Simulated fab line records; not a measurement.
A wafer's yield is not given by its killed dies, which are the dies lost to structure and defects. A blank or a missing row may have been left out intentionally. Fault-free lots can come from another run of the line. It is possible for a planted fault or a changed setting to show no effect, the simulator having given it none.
A lot that was struck, set against a sound lot / flow n5_finfet / 18 out of 1938 route steps
Sound: wafers L445.1, L445.4, L445.6. Struck: wafer L440.1. The cause is given at the end.
At each step with rows: each side's tool, then ch and its chambers, then its first start. Under that, the readings that differ: sound wafers / struck wafers / difference of the means / sigmas: that difference in standard deviations of wafers without a fault.
alike: readings with means less than 2 such deviations apart, plus words and numbers identical on both sides. not compared: withheld readings, readings lacking a value on some wafer, bounds such as >300 that could conceal the same value, and numbers that have no deviation in the record and whose values overlap.
A row with sigmas, a row that says differs or no value, or rows on one side alone: a step with any of these is where the two part. Non-overlapping numbers with no deviation appear without sigmas and do not part them. Lack of a reading on every wafer of one side parts them only where that side has two or more wafers.

first, 9 steps without rows for these wafers: N5_SD_EPI_N_COAT_33 (time 60 s, resist thk 35 nm); N5_SD_EPI_N_COAT_03 (resist thk 150 nm); N5_SD_EPI_N_EBR_05; N5_SD_EPI_N_SOFTBAKE_04 (time 60 s); N5_SD_EPI_N_EXPOSE_06 (exposes mask SD N BLK, target cd 120 nm); N5_SD_EPI_N_PEB_07 (peb time 60 s); N5_SD_EPI_N_DEVELOP_08 (develop time 30 s); N5_SD_EPI_N_DESCUM_14 (chemistry O2, time 7.9 s); N5_SD_EPI_N_ETCH_34 (etches SiARC in CF4, target depth 45.5 nm, time 75.8 s).
N5_SD_EPI_N_ETCH_35: etches SOC in N2/H2, overetch 108 nm, time 486 s.
  sound on rie_diel-04 ch 0,1, day 8 23:46; struck on rie_diel-05 ch 1, day 7 13:43
reading=rf_fwd_power_W (W); sound=2983 2989 2990; struck=3697; difference=+710; sigmas=+82
reading=rf_vpp_V (V); sound=241.0 240.6 239.3; struck=224.7; difference=-15.6; sigmas=-12
reading=model.SD_EPI_N.cd_nm (nm); sound=120 120.2 118.4; struck=123.4; difference=+3.9; sigmas=
reading=model.SiARC_of_SD_EPI_N_COAT_33.thk_nm (nm); sound=19.6 19.4 20; struck=17.4; difference=-2.3; sigmas=
  alike: drypump_motor_current_A, oes_product_au, showerhead_plenum_p_Torr, throttle_valve_pct
  not compared: rf_hours_counter_h
then, 3 steps without rows for these wafers: N5_SD_EPI_N_STRIP_36 (strips in N2/H2); N5_SD_EPI_N_ETCHBACK_44 (etches SiNx in CH3F/O2, stops on SiO2, target depth 14.5 nm); N5_SD_EPI_N_ETCH_45 (etches SiOCN in CH3F/O2, target depth 6 nm).
N5_SD_EPI_N_ETCH_16: etches SiO2 in CHF3/O2, target depth 5 nm.
  sound on rie_diel-04 ch 0,1, day 9 00:17; struck on rie_diel-05 ch 1, day 7 14:14
reading=rf_vpp_V (V); sound=525 525 523; struck=535; difference=+11; sigmas=+2
reading=model.SiARC_of_SD_EPI_N_COAT_33.thk_nm (nm); sound=12 12 12.8; struck=10; difference=-2; sigmas=
  alike: drypump_motor_current_A, oes_product_au, rf_fwd_power_W, showerhead_plenum_p_Torr, throttle_valve_pct
  not compared: rf_hours_counter_h
then, 1 step without rows for these wafers: N5_SD_EPI_N_STRIP_47 (strips in CHF3/O2).
N5_SD_EPI_N_SD_RECESS_17: chemistry HBr/Cl2/O2, target depth 41 nm, time 23.7 s, bt time 3 s.
  sound on rie_si-02 ch 0,1,2, day 9 00:22; struck on rie_si-03 ch 0, day 7 14:19
reading=model.SD_EPI_N.cd_nm (nm); sound=120 120 118.2; struck=123.2; difference=+3.8; sigmas=
  alike: HBr_flow_sccm, drypump_motor_current_A, he_backside_leak_sccm, oes_product_au, rf_fwd_power_W, throttle_valve_pct
  not compared: rf_hours_counter_h
then, 1 step without rows for these wafers: N5_SD_EPI_N_STRIP_38 (strips in N2/H2).
-- a jump in the record: the struck wafers' starts before and after are 5 days apart (it breaks off in module SD_EPI_N and resumes in module BEOL_M4, where the first step shown is number 1111 of the route) --
N5_BEOL_M4_RC_MEAS_101:
  sound on prober-01 ch 0, day 13 22:13; struck on prober-02 ch 0, day 12 10:41
reading=SS_P (mV/dec); sound=73.0 73.0 73.3; struck=74.8; difference=+1.7; sigmas=+3
  alike: DIBL_N, DIBL_P, IOFF_N, IOFF_P, ION_N, ION_P, SS_N, VT_N, VT_P

## WHERE THEY PART
Last at N5_BEOL_M4_RC_MEAS_101 as far as this record goes, first at N5_SD_EPI_N_ETCH_35.

WHY: the cause the simulator had injected
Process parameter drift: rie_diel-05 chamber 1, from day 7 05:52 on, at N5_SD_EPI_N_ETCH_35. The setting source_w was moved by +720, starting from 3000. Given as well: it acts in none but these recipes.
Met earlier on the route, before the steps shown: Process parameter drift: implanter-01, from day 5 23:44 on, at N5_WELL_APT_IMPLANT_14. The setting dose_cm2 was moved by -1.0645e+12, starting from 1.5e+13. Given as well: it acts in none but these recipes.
